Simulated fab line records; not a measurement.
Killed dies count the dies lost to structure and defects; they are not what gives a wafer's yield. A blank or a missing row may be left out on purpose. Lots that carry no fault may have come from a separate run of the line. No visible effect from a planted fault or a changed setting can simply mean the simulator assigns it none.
Chamber matching -- flow n5Finfet -- 3 sister chambers for N5_GATE_CUT_HM_DEP_46 on pecvd-04
The step deposits SiO2 from TEOS/O2, target thk 130 nm, time 26.6 s. 3 wafers are shown with their chamber, then 7 later ones without.

## WAFERS WITH THEIR CHAMBER
wafer,chamber,showerheadPlenumPTorr (Torr)
L555.1,0,8.29
L556.1,1,8.39
L556.2,2,8.29

## WAFERS WHOSE CHAMBER IS MISSING
wafer,showerheadPlenumPTorr (Torr)
L556.5,8.41
L559.2,8.41
L559.5,8.31
L559.6,8.41
L560.1,8.42
L560.4,8.29
L560.6,8.28

## EACH ONE'S CHAMBER
wafer,from the rows above,in truth
L556.5,1,1
L559.2,1,1
L559.5,can't be placed: 0 or 2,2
L559.6,1,1
L560.1,1,1
L560.4,can't be placed: 0 or 2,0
L560.6,can't be placed: 0 or 2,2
4 of 7 placed correctly. Not placeable from these rows: 3 (in 3, the candidates include the true chamber). 0 placed wrongly.
How it was worked out, from the rows above alone: a wafer's distance from a chamber is the root of the sum, over the readings, of the square of ((its reading less the chamber's mean) divided by the reading's scatter). If the next closest chamber is less than 2 further off than the closest, the wafer can't be placed; otherwise it belongs to the closest. Each chamber's mean is taken over the wafers shown for it. The scatter (one wafer shown for each chamber): square how far every hidden wafer sits from the nearest shown wafer, average those squares and take the square root.
